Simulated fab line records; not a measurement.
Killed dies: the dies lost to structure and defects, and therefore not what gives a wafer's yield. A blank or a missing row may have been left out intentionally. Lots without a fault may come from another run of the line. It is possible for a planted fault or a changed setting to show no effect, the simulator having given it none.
fab line records	flow nand-harc	part 1 of 2: steps 1 to 4 of 6
record lots=20	wafers=60	last-day=35
route steps=1302 shown A_STAIRCASE@670
lots untouched by any fault: they come from a run of this same line in which no faults occurred
start-h: hours from the record's opening day to when the first of the lot's shown wafers began	wait-h: time in hours since the lot's previous step	" the same as in the row above	L1.1+2: several wafers, shown together as one row	- value missing, or start not given	* or withheld: withheld	< > ~ a bound
route shown NAME@n: names a module that has steps shown in the file, with the first one's number in the route	usual: average and standard deviation across the fault-free wafers	same: alike in all rows	chamber/n: place in a boat	sites: per-site readings	_std_site: the standard deviation of these	_edge_site: outer sites' mean less inner sites'	radius-mm: for every site, how far away it sits from the centre of the wafer	mask NAME#n: copy n	behind: the tool/chamber that last shaped the wafer	hold: why the lot was held/for how many hours/how that ended	device: which transistor (n, p or np) failed to switch	end of line: tests run on the same wafers once the route is complete	step lacking rows: just its recipe	killed: at the first sort, the dies lost to defects and structure; wafer yield is something else	map: a wafer's dies, x killed, . not, _ none there
set.NAME: the run value of the setting; set.NAME@STEP: its run value at that earlier step	model.NAME: the simulator's own value behind a step, which no gauge read
the route's steps for a sample of lots (tables are steps, rows are wafers)
services: when a tool's chamber went out of use (start-h, in hours from the record's first day, below 0 if earlier), for how many hours, and the reason
## steps
# step NHARC_A_STAIRCASE_TRIM_14
# recipe time-s=211.2	o2-flow-sccm=500	ar-flow-sccm=0	bias-w=0	chemistry=O2
# usual drypump-motor-current-A=5.7/0.58	o2-flow-sccm=499.9/1.6	oes-product-au=1.000/0.0094	rf-vpp-V=57.6/0.92	showerhead-plenum-p-Torr=3.47/0.13	throttle-valve-pct=17.036/0.0078
# same bias-w=0
lot.wafer	tool	chamber	start-h	wait-h	drypump-motor-current-A	o2-flow-sccm	oes-product-au	rf-hours-counter-h	rf-vpp-V	showerhead-plenum-p-Torr	throttle-valve-pct
L074.3	rie-diel-10	3	-	-	5.4	499.3	0.999	30	58.7	3.73	17.038
L074.2	"	0	"	"	5.4	502.2	1.006	47	57.5	3.44	17.049
L074.5	"	2	"	"	5.1	500.8	1.000	-	57.6	3.38	17.035
L075.4	rie-diel-10	2	-	-	5.1	499.6	0.996	50	56.6	3.38	17.028
L075.3	"	3	"	"	5.4	500.8	1.005	37	58.1	3.72	17.028
L075.1	"	0	"	"	5.4	501.4	1.013	53	56.9	3.43	17.028
L076.4	rie-diel-06	2	-	-	5.9	498.7	1.002	9	56.3	3.35	17.045
L076.2	"	3	"	"	5.5	497.7	1.004	8	56.5	3.48	17.038
L076.5	"	2	"	"	5.9	501.2	1.001	-	57.8	3.35	17.032
L077.1	rie-diel-06	2	-	-	5.9	500.8	0.996	15	58.0	3.35	17.038
L077.5	"	2	"	"	5.9	501.7	1.008	-	58.6	3.35	17.029
L077.6	"	3	"	"	5.5	498.1	0.989	-	57.2	3.48	17.038
L082.2	rie-diel-10	3	-	-	5.4	497.9	1.008	5	57.0	3.71	17.023
L082.3	"	0	"	"	5.3	500.2	1.008	7	57.2	3.42	17.031
L082.6	"	3	"	"	5.4	498.2	1.014	-	58.4	3.71	17.032
L078.1	rie-diel-01	2	-	-	4.8	497.4	1.012	15	58.7	3.47	17.021
L078.3	"	0	"	"	6.7	498.0	1.013	19	57.9	3.64	17.035
L078.5	"	2	"	"	4.8	499.7	1.011	-	57.8	3.47	17.022
L084.3	rie-diel-10	0	-	-	5.4	501.9	1.000	13	56.7	3.42	17.044
L084.4	"	1	"	"	5.8	499.1	1.005	13	58.1	3.31	17.050
L084.5	"	0	"	"	5.4	499.6	1.006	-	57.1	3.42	17.035
L080.2	rie-diel-06	3	-	-	5.4	500.8	1.001	33	58.5	3.47	17.033
L080.4	"	2	"	"	5.9	501.0	0.997	32	57.2	3.34	17.032
L080.5	"	3	"	"	5.4	499.3	0.992	-	59.5	3.47	17.043
L079.1	rie-diel-10	3	-	-	5.4	499.7	0.996	15	58.8	3.71	17.024
L079.3	"	1	"	"	5.9	499.9	0.996	16	57.6	3.31	17.046
L079.5	"	1	"	"	5.8	498.7	0.992	-	56.5	3.31	17.045
L086.4	rie-diel-01	2	-	-	4.8	501.6	1.005	24	58.4	3.47	17.030
L086.1	"	3	"	"	6.2	499.5	0.994	27	55.9	3.47	17.036
L086.3	"	0	"	"	6.7	501.5	1.005	28	58.8	3.63	17.045
L085.3	rie-diel-10	3	-	-	5.4	500.1	1.001	17	58.1	3.71	17.034
L085.4	"	2	"	"	5.1	498.0	1.013	17	57.4	3.36	17.024
L085.6	"	3	"	"	5.4	498.1	1.004	-	57.4	3.71	17.035
L087.1	rie-diel-01	3	-	-	6.2	498.4	1.003	31	56.9	3.46	17.040
L087.2	"	1	"	"	6.4	498.1	1.000	34	57.3	3.35	17.033
L087.5	"	3	"	"	6.2	501.4	1.004	-	57.5	3.47	17.046
L089.4	rie-diel-01	2	-	-	4.8	498.2	1.021	32	58.5	3.46	17.041
L089.6	"	3	"	"	6.2	497.4	1.000	-	57.9	3.46	17.039
L089.5	"	0	"	"	6.7	499.8	1.006	-	56.8	3.63	17.033
L090.3	rie-diel-06	1	-	-	6.2	498.0	0.999	9	56.9	3.55	17.040
L090.1	"	2	"	"	5.9	499.4	0.990	8	59.2	3.33	17.030
L090.5	"	2	"	"	5.9	498.6	1.002	-	56.1	3.33	17.050
L091.1	rie-diel-06	0	-	-	6.8	502.1	0.992	10	57.0	3.42	17.042
L091.5	"	0	"	"	6.8	500.4	0.995	-	56.6	3.42	17.016
L091.6	"	1	"	"	6.1	499.8	0.995	-	57.9	3.55	17.036
L092.1	rie-diel-06	1	-	-	6.1	498.9	0.999	19	57.4	3.54	17.040
L092.5	"	0	"	"	6.8	499.4	0.986	-	58.3	3.42	17.029
L092.6	"	1	"	"	6.1	503.1	1.000	-	57.7	3.54	17.031
L093.1	rie-diel-10	1	-	-	5.8	500.5	0.997	36	57.9	3.30	17.035
L093.2	"	0	"	"	5.4	500.2	1.010	32	58.0	3.41	17.042
L093.5	"	2	"	"	5.1	500.2	1.004	-	56.8	3.35	17.031
L096.3	rie-diel-01	1	-	-	6.4	500.1	0.989	5	56.2	3.33	17.045
L096.6	"	3	"	"	6.2	500.0	0.989	-	57.4	3.45	17.038
L096.5	"	0	"	"	6.7	501.8	0.988	-	58.4	3.61	17.032
L095.1	rie-diel-10	0	-	-	5.4	499.8	1.021	41	57.7	3.41	17.031
L095.3	"	1	"	"	5.8	500.2	0.998	45	56.7	3.29	17.040
L095.5	"	3	"	"	5.4	497.0	1.004	-	56.8	3.69	17.027
L097.3	rie-diel-01	2	-	-	4.8	499.9	0.991	14	58.2	3.44	17.046
L097.2	"	0	"	"	6.7	502.7	1.007	10	57.9	3.61	17.050
L097.6	"	1	"	"	6.4	501.4	0.998	-	57.6	3.33	17.037
# step NHARC_A_STAIRCASE_TRIM_24
# recipe time-s=211.2	o2-flow-sccm=500	ar-flow-sccm=0	bias-w=0	chemistry=O2
# usual drypump-motor-current-A=5.9/0.62	o2-flow-sccm=499.8/1.5	oes-product-au=1.000/0.0093	rf-vpp-V=57.8/0.9	showerhead-plenum-p-Torr=3.46/0.11	throttle-valve-pct=17.037/0.0094
# same bias-w=0
lot.wafer	tool	chamber	start-h	wait-h	drypump-motor-current-A	o2-flow-sccm	oes-product-au	rf-hours-counter-h	rf-vpp-V	showerhead-plenum-p-Torr	throttle-valve-pct
L074.3	rie-diel-01	2	-	-	4.8	499.1	0.997	58	58.0	3.48	17.040
L074.2	"	0	"	"	6.7	499.6	1.002	54	58.1	3.65	17.045
L074.5	"	1	"	"	6.3	500.1	1.011	-	58.0	3.37	17.027
L075.3	rie-diel-01	3	-	-	6.2	498.6	1.020	59	58.7	3.48	17.027
L075.4	"	0	"	"	6.7	497.3	1.006	56	59.2	3.65	17.027
L075.1	"	2	"	"	4.8	499.1	1.012	60	58.5	3.48	17.038
L076.2	rie-diel-06	2	-	-	5.9	499.7	0.999	9	56.1	3.35	17.040
L076.4	"	3	"	"	5.4	500.4	0.998	9	58.4	3.48	17.049
L076.5	"	2	"	"	5.9	498.6	0.996	-	58.9	3.35	17.028
L077.1	rie-diel-10	0	-	-	5.3	500.6	1.019	61	57.9	3.43	17.033
L077.5	"	1	"	"	5.8	499.5	1.000	-	57.8	3.32	17.044
L077.6	"	2	"	"	5.1	501.8	0.996	-	58.1	3.38	17.036
L082.2	rie-diel-01	2	-	-	4.8	501.2	1.012	15	57.1	3.47	17.037
L082.3	"	3	"	"	6.2	498.3	1.000	17	57.8	3.47	17.041
L082.6	"	2	"	"	4.8	500.7	1.007	-	58.6	3.47	17.028
L078.3	rie-diel-01	3	-	-	6.2	498.3	0.999	18	57.3	3.47	17.024
L078.1	"	0	"	"	6.7	500.0	1.004	20	58.2	3.64	17.039
L078.5	"	3	"	"	6.2	498.9	0.986	-	57.0	3.47	17.027
L084.3	rie-diel-06	0	-	-	6.8	499.4	0.983	25	57.4	3.43	17.052
L084.4	"	2	"	"	5.9	500.2	0.993	31	56.6	3.34	17.054
L084.5	"	1	"	"	6.2	497.9	0.999	-	57.8	3.56	17.044
L080.2	rie-diel-06	1	-	-	6.2	501.9	0.994	31	57.9	3.56	17.032
L080.4	"	2	"	"	5.9	501.4	1.000	32	57.1	3.34	17.027
L080.5	"	0	"	"	6.8	498.8	0.993	-	57.0	3.43	17.035
L079.1	rie-diel-10	2	-	-	5.1	498.8	1.022	15	57.5	3.36	17.024
L079.3	"	3	"	"	5.4	499.5	1.000	16	57.9	3.71	17.035
L079.5	"	3	"	"	5.4	499.2	1.004	-	57.6	3.71	17.047
L086.1	rie-diel-10	1	-	-	5.8	498.8	0.997	18	58.3	3.31	17.038
L086.3	"	2	"	"	5.1	501.1	1.015	16	56.6	3.36	17.052
L086.4	"	3	"	"	5.3	500.8	1.006	17	57.4	3.71	17.036
L085.4	rie-diel-10	3	-	-	5.4	499.2	1.019	18	58.3	3.71	17.041
L085.3	"	0	"	"	5.4	500.0	1.012	18	60.2	3.42	17.045
L085.6	"	2	"	"	5.1	500.2	1.016	-	58.2	3.36	17.039
L087.1	rie-diel-01	0	-	-	6.7	499.6	1.004	35	58.1	3.63	17.026
L087.2	"	2	"	"	4.8	500.3	1.006	30	58.4	3.47	17.035
L087.5	"	0	"	"	6.7	498.8	1.009	-	58.5	3.63	17.048
L089.4	rie-diel-06	0	-	-	6.8	499.4	1.009	4	57.8	3.42	17.043
L089.5	"	1	"	"	6.1	501.2	1.004	-	57.6	3.55	17.006
L089.6	"	2	"	"	5.9	497.5	0.990	-	57.2	3.33	17.052
L090.1	rie-diel-06	0	-	-	6.8	500.2	1.000	9	59.4	3.42	17.047
L090.3	"	3	"	"	5.5	501.4	0.992	8	57.3	3.46	17.034
L090.5	"	1	"	"	6.1	502.5	0.996	-	58.0	3.55	17.042
L091.1	rie-diel-06	1	-	-	6.1	501.1	0.992	11	59.0	3.55	17.045
L091.6	"	1	"	"	6.1	498.5	0.992	-	58.8	3.55	17.022
L091.5	"	2	"	"	5.9	502.2	0.990	-	56.5	3.33	17.040
L092.1	rie-diel-06	0	-	-	6.8	495.9	1.001	19	59.0	3.42	17.033
L092.5	"	0	"	"	6.8	500.2	1.007	-	56.8	3.42	17.036
L092.6	"	1	"	"	6.2	498.8	1.001	-	58.6	3.54	17.040
L093.2	rie-diel-06	1	-	-	6.1	497.1	0.992	20	56.1	3.54	17.023
L093.1	"	3	"	"	5.5	497.7	0.987	20	56.2	3.45	17.032
L093.5	"	1	"	"	6.2	497.9	0.995	-	57.3	3.54	17.048
L096.3	rie-diel-01	2	-	-	4.8	499.0	0.984	5	57.0	3.45	17.051
L096.5	"	1	"	"	6.4	498.9	0.989	-	56.5	3.33	17.041
L096.6	"	2	"	"	4.8	498.5	0.987	-	59.4	3.45	17.060
L095.3	rie-diel-01	2	-	-	4.8	502.0	0.990	5	58.0	3.45	17.041
L095.1	"	1	"	"	6.3	498.9	0.991	6	57.2	3.33	17.041
L095.5	"	3	"	"	6.2	500.6	0.986	-	58.2	3.45	17.033
L097.3	rie-diel-06	1	-	-	6.1	498.8	1.004	50	59.6	3.53	17.043
L097.2	"	2	"	"	5.9	498.5	0.996	44	56.1	3.31	17.028
L097.6	"	0	"	"	6.8	500.2	0.994	-	58.3	3.40	17.026
# step NHARC_A_STAIRCASE_TRIM_26
# recipe time-s=211.2	o2-flow-sccm=500	ar-flow-sccm=0	bias-w=0	chemistry=O2
# usual drypump-motor-current-A=5.9/0.63	o2-flow-sccm=499.9/1.5	oes-product-au=0.998/0.01	rf-vpp-V=57.6/0.9	showerhead-plenum-p-Torr=3.46/0.11	throttle-valve-pct=17.036/0.0096
# same bias-w=0
lot.wafer	tool	chamber	start-h	wait-h	drypump-motor-current-A	o2-flow-sccm	oes-product-au	rf-hours-counter-h	rf-vpp-V	showerhead-plenum-p-Torr	throttle-valve-pct
L074.3	rie-diel-01	0	-	-	6.7	500.9	1.008	55	58.0	3.65	17.048
L074.2	"	1	"	"	6.4	499.3	1.007	47	56.9	3.37	17.050
L074.5	"	1	"	"	6.4	499.9	1.008	-	57.4	3.37	17.044
L075.1	rie-diel-01	0	-	-	6.7	499.8	1.000	56	59.7	3.65	17.036
L075.3	"	1	"	"	6.3	501.1	1.003	48	59.1	3.37	17.043
L075.4	"	3	"	"	6.2	499.3	1.003	60	57.5	3.48	17.043
L076.4	rie-diel-06	0	-	-	6.8	498.0	0.993	3	58.8	3.44	17.032
L076.2	"	2	"	"	5.9	500.6	1.005	9	58.3	3.35	17.025
L076.5	"	1	"	"	6.1	498.4	1.011	-	57.1	3.57	17.036
L077.1	rie-diel-10	3	-	-	5.4	498.3	1.001	45	58.6	3.72	17.052
L077.5	"	0	"	"	5.4	501.6	1.015	-	56.5	3.43	17.027
L077.6	"	1	"	"	5.8	499.3	1.016	-	56.3	3.32	17.023
L082.3	rie-diel-01	3	-	-	6.2	497.1	0.988	18	56.5	3.47	17.050
L082.2	"	1	"	"	6.4	499.0	1.001	16	58.0	3.36	17.042
L082.6	"	0	"	"	6.7	498.0	1.004	-	57.1	3.64	17.043
L078.3	rie-diel-01	2	-	-	4.8	499.9	1.005	16	56.9	3.47	17.036
L078.1	"	0	"	"	6.7	500.5	1.013	20	58.2	3.63	17.036
L078.5	"	2	"	"	4.8	498.5	1.019	-	57.7	3.47	17.045
L084.4	rie-diel-06	1	-	-	6.2	500.6	0.982	29	57.5	3.56	17.035
L084.3	"	2	"	"	5.9	500.5	0.985	31	57.1	3.34	17.027
L084.5	"	0	"	"	6.8	498.1	0.974	-	57.0	3.43	17.032
L080.2	rie-diel-06	1	-	-	6.1	499.1	0.983	31	59.1	3.56	17.041
L080.4	"	2	"	"	5.9	501.5	0.998	33	57.9	3.34	17.028
L080.5	"	3	"	"	5.4	501.4	0.995	-	58.5	3.47	17.043
L079.3	rie-diel-10	3	-	-	5.3	499.8	0.993	17	58.1	3.71	17.037
L079.1	"	1	"	"	5.8	498.8	0.995	17	57.2	3.31	17.036
L079.5	"	3	"	"	5.3	500.1	1.002	-	58.3	3.71	17.026
L086.1	rie-diel-10	2	-	-	5.1	498.5	1.016	17	57.2	3.36	17.033
L086.4	"	0	"	"	5.4	500.2	1.005	17	58.2	3.42	17.029
L086.3	"	1	"	"	5.8	501.6	1.009	19	56.5	3.31	17.035
L085.4	rie-diel-10	0	-	-	5.4	501.3	1.004	18	58.2	3.42	17.036
L085.3	"	3	"	"	5.4	502.2	1.016	18	59.5	3.71	17.025
L085.6	"	0	"	"	5.4	502.3	1.006	-	57.4	3.42	17.043
L087.1	rie-diel-01	2	-	-	4.8	497.8	1.005	30	56.1	3.47	17.032
L087.2	"	3	"	"	6.2	499.6	1.000	32	56.5	3.46	17.035
L087.5	"	2	"	"	4.8	497.0	1.002	-	56.9	3.47	17.043
L089.4	rie-diel-06	1	-	-	6.1	497.1	1.004	5	58.3	3.55	17.035
L089.6	"	0	"	"	6.8	499.5	1.009	-	55.2	3.42	17.041
L089.5	"	1	"	"	6.2	499.4	0.999	-	58.2	3.55	17.036
L090.3	rie-diel-06	0	-	-	6.8	504.6	0.999	10	57.6	3.42	17.031
L090.1	"	3	"	"	5.5	498.9	0.979	8	59.2	3.46	17.028
L090.5	"	0	"	"	6.8	499.2	0.999	-	58.0	3.42	17.033
L091.1	rie-diel-06	2	-	-	5.9	498.2	0.984	9	57.4	3.33	17.050
L091.5	"	3	"	"	5.4	499.9	0.991	-	58.3	3.46	17.043
L091.6	"	0	"	"	6.8	500.4	0.997	-	56.4	3.42	17.022
L092.1	rie-diel-06	1	-	-	6.2	501.2	0.989	19	59.0	3.54	17.048
L092.6	"	2	"	"	5.9	500.6	1.007	-	58.3	3.33	17.054
L092.5	"	3	"	"	5.5	498.9	0.982	-	57.6	3.45	17.028
L093.1	rie-diel-06	3	-	-	5.5	497.4	0.982	20	58.1	3.45	17.025
L093.2	"	0	"	"	6.8	496.8	0.992	20	57.3	3.41	17.039
L093.5	"	3	"	"	5.5	498.3	0.979	-	56.8	3.45	17.054
L096.3	rie-diel-01	0	-	-	6.7	498.4	0.994	4	57.9	3.61	17.032
L096.6	"	0	"	"	6.6	500.8	0.999	-	58.5	3.61	17.044
L096.5	"	1	"	"	6.4	500.6	0.989	-	58.0	3.33	17.028
L095.3	rie-diel-01	0	-	-	6.7	501.0	1.022	4	57.2	3.61	17.060
L095.1	"	1	"	"	6.4	499.7	0.990	6	56.6	3.33	17.028
L095.5	"	0	"	"	6.8	501.7	1.006	-	58.6	3.61	17.030
L097.2	rie-diel-06	1	-	-	6.2	502.4	0.997	50	56.6	3.53	17.053
L097.3	"	0	"	"	6.8	501.6	0.990	46	59.2	3.40	17.029
L097.6	"	1	"	"	6.1	500.5	0.999	-	57.8	3.53	17.040
# step NHARC_A_STAIRCASE_ETCH_27
# recipe target-depth-a=1000	time-s=40.5	ion-energy-ev=400	c4f8-flow-sccm=20	o2-flow-sccm=10	ar-flow-sccm=withheld	rf-w=600	bias-w=1000	chemistry=C4F8/O2
# usual bias-w=1000/3.1	oes-product-au=0.942/0.012	rf-vpp-V=893/4.2
lot.wafer	tool	chamber	start-h	wait-h	bias-w	oes-product-au	rf-hours-counter-h	rf-vpp-V
L074.2	rie-diel-01	0	-	-	996	0.946	55	899
L074.3	"	1	"	"	1004	0.938	47	890
L074.5	"	3	"	"	993	0.953	-	894
L075.4	rie-diel-01	2	-	-	1001	0.949	60	894
L075.3	"	3	"	"	1004	0.965	60	894
L075.1	"	0	"	"	1001	0.955	56	901
L076.2	rie-diel-06	1	-	-	999	0.944	9	898
L076.4	"	0	"	"	1002	0.933	3	893
L076.5	"	2	"	"	1001	0.962	-	889
L077.1	rie-diel-10	0	-	-	1000	0.961	61	891
L077.6	"	0	"	"	1000	0.961	-	891
L077.5	"	1	"	"	999	0.940	-	889
L082.3	rie-diel-01	2	-	-	1004	0.954	15	895
L082.2	"	3	"	"	1001	0.936	18	894
L082.6	"	1	"	"	1000	0.955	-	889
L078.3	rie-diel-01	0	-	-	1001	0.966	20	900
L078.1	"	3	"	"	1004	0.945	18	895
L078.5	"	0	"	"	1001	0.958	-	901
L084.4	rie-diel-06	2	-	-	1005	0.951	31	888
L084.3	"	3	"	"	997	0.953	32	894
L084.5	"	1	"	"	1001	0.950	-	898
L080.2	rie-diel-06	2	-	-	1002	0.951	33	889
L080.4	"	3	"	"	999	0.940	34	893
L080.5	"	3	"	"	1002	0.948	-	895
L079.1	rie-diel-10	2	-	-	999	0.948	16	890
L079.3	"	1	"	"	996	0.932	18	886
L079.5	"	2	"	"	1002	0.956	-	891
L086.3	rie-diel-10	3	-	-	999	0.937	17	901
L086.1	"	0	"	"	994	0.939	17	893
L086.4	"	2	"	"	996	0.957	17	889
L085.4	rie-diel-10	3	-	-	1001	0.948	18	903
L085.3	"	2	"	"	994	0.955	18	891
L085.6	"	0	"	"	1000	0.940	-	891
L087.1	rie-diel-01	0	-	-	993	0.955	35	900
L087.2	"	1	"	"	1001	0.943	35	888
L087.5	"	3	"	"	994	0.949	-	893
L089.4	rie-diel-06	1	-	-	998	0.935	5	896
L089.6	"	2	"	"	994	0.932	-	887
L089.5	"	3	"	"	1000	0.926	-	893
L090.3	rie-diel-06	3	-	-	997	0.931	8	894
L090.1	"	0	"	"	999	0.926	10	894
L090.5	"	0	"	"	998	0.931	-	893
L091.1	rie-diel-06	1	-	-	1002	0.924	11	897
L091.6	"	2	"	"	1001	0.929	-	888
L091.5	"	3	"	"	1000	0.911	-	894
L092.1	rie-diel-06	0	-	-	999	0.941	19	892
L092.6	"	0	"	"	998	0.947	-	891
L092.5	"	1	"	"	1001	0.949	-	896
L093.1	rie-diel-06	0	-	-	998	0.951	20	892
L093.2	"	1	"	"	1003	0.954	20	897
L093.5	"	2	"	"	1002	0.934	-	891
L096.3	rie-diel-01	1	-	-	999	0.934	6	889
L096.5	"	3	"	"	999	0.932	-	893
L096.6	"	0	"	"	999	0.940	-	899
L095.1	rie-diel-01	3	-	-	999	0.930	4	894
L095.3	"	0	"	"	1005	0.940	4	898
L095.5	"	3	"	"	998	0.936	-	892
L097.2	rie-diel-06	0	-	-	998	0.948	46	891
L097.3	"	1	"	"	1003	0.960	50	897
L097.6	"	2	"	"	1000	0.957	-	888
